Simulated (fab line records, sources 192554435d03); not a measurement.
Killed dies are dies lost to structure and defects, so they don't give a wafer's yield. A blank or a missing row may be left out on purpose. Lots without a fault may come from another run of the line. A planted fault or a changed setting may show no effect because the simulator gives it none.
Chamber matching | flow n5_finfet | N5_MOL_CONTACT_COAG_VIA_ETCH_117 on rie_diel-05: 4 sister chambers
The step etches SiO2 in C4F6/O2, target depth 40 nm, overetch 8 nm, time 26 s. 4 wafers are shown with their chamber, then 7 later ones without.

WAFERS WITH THEIR CHAMBER
wafer  | chamber | rf_vpp_V (V)
L082.3 | 1       | 1664
L090.3 | 0       | 1569
L093.2 | 3       | 1696
L093.3 | 2       | 1639

WAFERS WITHOUT THEIR CHAMBER
wafer  | rf_vpp_V (V)
L093.6 | 1664
L094.1 | 1665
L094.4 | 1695
L094.5 | 1663
L095.1 | 1663
L095.3 | 1696
L095.5 | 1662

WHICH CHAMBER EACH WENT THROUGH
wafer  | from the rows above | in truth
L093.6 | 1                   | 1
L094.1 | 1                   | 1
L094.4 | 3                   | 3
L094.5 | 1                   | 1
L095.1 | 1                   | 1
L095.3 | 3                   | 3
L095.5 | 1                   | 1
Placed correctly: 7 of 7. Can't be placed from these rows: 0. Placed wrongly: 0.
How it was worked out, from the rows above alone: a wafer's distance from a chamber is the root of the sum, over the readings, of the square of ((its reading less the chamber's mean) divided by the reading's scatter). The wafer belongs to the nearest chamber; if the next one is less than 2 further off, it can't be placed. A chamber's mean is the mean of its shown wafers. The scatter: with one shown wafer a chamber, the root of the mean of the squares of how far each hidden wafer lies from its nearest shown one.
